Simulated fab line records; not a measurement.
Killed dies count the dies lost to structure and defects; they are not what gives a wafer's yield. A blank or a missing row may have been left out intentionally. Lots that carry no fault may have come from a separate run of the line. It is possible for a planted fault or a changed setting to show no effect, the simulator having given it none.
The tool behind it: which one? ; flow n5-finfet ; Sampling: 10 lots, 30 wafers, 4 of 1938 route steps

WHAT EACH GAUGE READ, for each wafer
The record holds no reading of a measuring or inspecting step that can be judged against a usual standard deviation.

WHAT TOOL EACH LOT RAN ON (gives the tool, then ch and the chambers of the sampled wafers, and finally the start)
lot;N5_BEOL_M7_ETCH_62;N5_BEOL_M7_COAT_64;N5_BEOL_M7_DESCUM_33;N5_BEOL_M7_ETCH_72
L680;rie-diel-02 ch 0,2,3, day 13 11:48;litho-track-04 ch 0, day 13 15:04;rie-diel-02 ch 0,3, day 13 15:31;rie-diel-02 ch 0,3, day 13 15:32
L682;rie-diel-05 ch 0,2,3, day 13 22:40;litho-track-05 ch 0, day 13 23:55;rie-diel-05 ch 0,2, day 14 00:19;rie-diel-05 ch 0,2, day 14 00:21
L686;rie-diel-06 ch 1,3, day 14 09:35;litho-track-02 ch 0, day 14 12:32;rie-diel-05 ch 1,2,3, day 14 13:06;rie-diel-05 ch 1,2,3, day 14 13:08
L681;rie-diel-05 ch 2,3, day 14 22:26;litho-track-04 ch 0, day 15 00:31;rie-diel-02 ch 2,3, day 15 00:55;rie-diel-02 ch 2,3, day 15 00:57
L684;rie-diel-06 ch 0,2, day 15 02:06;litho-track-02 ch 0, day 15 02:37;rie-diel-06 ch 0,1,3, day 15 03:08;rie-diel-06 ch 0,1,3, day 15 03:10
L683;rie-diel-02 ch 0,1,3, day 15 02:16;litho-track-02 ch 0, day 15 02:41;rie-diel-05 ch 2,3, day 15 03:11;rie-diel-05 ch 2,3, day 15 03:13
L685;rie-diel-06 ch 0,2,3, day 15 15:10;litho-track-02 ch 0, day 15 16:56;rie-diel-06 ch 0,1,3, day 15 17:33;rie-diel-06 ch 0,1,3, day 15 17:35
L687;rie-diel-02 ch 0,1, day 16 23:09;litho-track-02 ch 0, day 16 23:34;rie-diel-05 ch 0,3, day 17 00:07;rie-diel-05 ch 0,3, day 17 00:08
L691;rie-diel-05 ch 0,2,3, day 17 01:22;litho-track-02 ch 0, day 17 03:55;rie-diel-02 ch 0,1,2, day 17 04:58;rie-diel-02 ch 0,1,2, day 17 05:00
L697;rie-diel-02 ch 0,2,3, day 18 16:27;litho-track-04 ch 0, day 18 19:22;rie-diel-05 ch 0,2,3, day 18 19:53;rie-diel-05 ch 0,2,3, day 18 19:55
- N5_BEOL_M7_ETCH_62: etches SOC in N2/H2, target depth 110 nm, overetch 22 nm, time 165 s.
- N5_BEOL_M7_COAT_64: time 60 s, resist thk 12 nm.
- N5_BEOL_M7_DESCUM_33: chemistry O2, time 7 s.
- N5_BEOL_M7_ETCH_72: etches underlayer in N2/H2, target depth 6.5 nm, time 5.2 s.

WHAT THE TOOLS THEMSELVES READ (means of the sampled wafers that have a number; where no wafer has one, the mark that the record gives instead)
N5_BEOL_M7_ETCH_62. Usual: drypump-motor-current-A 5.6 A, standard deviation 0.5; oes-product-au 0.67 a.u., standard deviation 0.073; rf-vpp-V 524.8 V, standard deviation 2.9; showerhead-plenum-p-Torr 2.58 Torr, standard deviation 0.097; throttle-valve-pct 17.9 %, standard deviation 0.31.
lot;tool;drypump-motor-current-A (A);oes-product-au (a.u.);rf-vpp-V (V);showerhead-plenum-p-Torr (Torr);throttle-valve-pct (%);flag
L680;rie-diel-02;5.2;0.69;525.2;2.60;18.1;
L682;rie-diel-05;5.6;0.61;522.0;2.50;17.9;
L686;rie-diel-06;5.9;0.72;526.2;2.60;17.6;
L681;rie-diel-05;5.9;0.61;521.5;2.50;17.9;
L684;rie-diel-06;5.6;0.75;523.0;2.50;17.6;
L683;rie-diel-02;5.6;0.70;525.9;2.61;18.1;
L685;rie-diel-06;5.8;0.72;523.7;2.54;17.7;
L687;rie-diel-02;5.3;0.71;527.0;2.67;17.9;
L691;rie-diel-05;5.6;0.60;522.2;2.49;18.0;
L697;rie-diel-02;5.2;0.71;524.7;2.58;18.1;

N5_BEOL_M7_COAT_64. Usual: spin-speed-rpm reads 1500.1 rpm (standard deviation 0.98).
lot;tool;spin-speed-rpm (rpm);flag
L680;litho-track-04;1501.8;
L682;litho-track-05;1500.1;
L686;litho-track-02;1500.1;
L681;litho-track-04;1500.5;
L684;litho-track-02;1500.9;
L683;litho-track-02;1500.6;
L685;litho-track-02;1501.0;
L687;litho-track-02;1542.5;OFF
L691;litho-track-02;1544.5;OFF
L697;litho-track-04;1500.8;

N5_BEOL_M7_DESCUM_33. Usual: drypump-motor-current-A 5.6 A, standard deviation 0.44; oes-product-au 0.78 a.u., standard deviation 0.09; rf-vpp-V 243.3 V, standard deviation 1.6; showerhead-plenum-p-Torr 2.09 Torr, standard deviation 0.089; throttle-valve-pct 20.42 %, standard deviation 0.22.
lot;tool;drypump-motor-current-A (A);oes-product-au (a.u.);rf-vpp-V (V);showerhead-plenum-p-Torr (Torr);throttle-valve-pct (%);flag
L680;rie-diel-02;5.1;0.90;243.4;2.16;20.70;
L682;rie-diel-05;5.7;0.73;244.1;2.12;20.45;
L686;rie-diel-05;5.8;0.70;243.5;2.09;20.34;
L681;rie-diel-02;5.5;0.86;242.8;2.05;20.53;
L684;rie-diel-06;5.8;0.80;244.1;2.12;20.36;
L683;rie-diel-05;5.8;0.70;241.9;2.04;20.31;
L685;rie-diel-06;5.8;0.79;242.9;2.12;20.36;
L687;rie-diel-05;5.3;0.68;241.3;1.98;20.59;
L691;rie-diel-02;5.4;0.86;244.7;2.20;20.51;
L697;rie-diel-05;5.6;0.69;242.3;2.03;20.49;

N5_BEOL_M7_ETCH_72. Usual: drypump-motor-current-A 5.6 A, standard deviation 0.44; etch-rf-on-time-s 5.23 s, standard deviation 0.18; oes-product-au 0.67 a.u., standard deviation 0.076; rf-vpp-V 524 V, standard deviation 3.1; showerhead-plenum-p-Torr 2.55 Torr, standard deviation 0.098; throttle-valve-pct 17.9 %, standard deviation 0.32.
lot;tool;drypump-motor-current-A (A);etch-rf-on-time-s (s);oes-product-au (a.u.);rf-vpp-V (V);showerhead-plenum-p-Torr (Torr);throttle-valve-pct (%);flag
L680;rie-diel-02;5.1;5.19;0.76;525;2.62;18.2;
L682;rie-diel-05;5.7;5.16;0.62;523;2.58;18.1;
L686;rie-diel-05;5.8;5.27;0.61;523;2.57;18.1;
L681;rie-diel-02;5.5;5.45;0.71;523;2.52;18.2;
L684;rie-diel-06;5.8;5.10;0.68;526;2.59;17.9;
L683;rie-diel-05;5.9;5.13;0.62;522;2.50;18.0;
L685;rie-diel-06;5.8;5.19;0.68;525;2.59;17.8;
L687;rie-diel-05;5.2;5.28;0.59;520;2.40;18.0;
L691;rie-diel-02;5.4;5.31;0.72;526;2.64;17.8;
L697;rie-diel-05;5.6;5.18;0.59;522;2.49;18.0;

THE ANSWER, worked out from the rows above alone
Rule: a lot is off if the mean of its wafers that have a number lies more than 3 standard deviations from the usual mean. Also off: a lot with no number at a reading for which 4 or more lots have one. Where the step has rows for the other lots, those lots are counted as sound. After the gauges, taken in route order, come the tools' own readings; for these a lot's mean is taken, as printed above. At the first step where some lot is off, the reading lying furthest off is the one used; lots without a number count as furthest.
Off: L687, L691, at N5_BEOL_M7_COAT_64 (spin-speed-rpm).
If a tool, at that step or one of the process steps before it, ran each lot that is off and ran no sound lot following the first of them, it fits. One fits: litho-track-02 at N5_BEOL_M7_COAT_64. Its last sound lot is L685 (day 15 16:56), its first lot that is off L687 (day 16 23:34): a fault that began between those two fits.
The tool's own readings at N5_BEOL_M7_COAT_64 bear it out: on the lots that are off they differ by more than 5 times the standard deviation of the sound lots' means. spin-speed-rpm reads 1543.5 rpm there against 1500.7 rpm on the sound lots.

WHAT WAS PUT IN BY THE SIMULATOR
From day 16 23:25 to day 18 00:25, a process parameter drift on litho-track-02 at N5_BEOL_M7_COAT_64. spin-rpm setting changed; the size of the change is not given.
Shown lots that were struck: L687, L691. Same finding as the rule above.
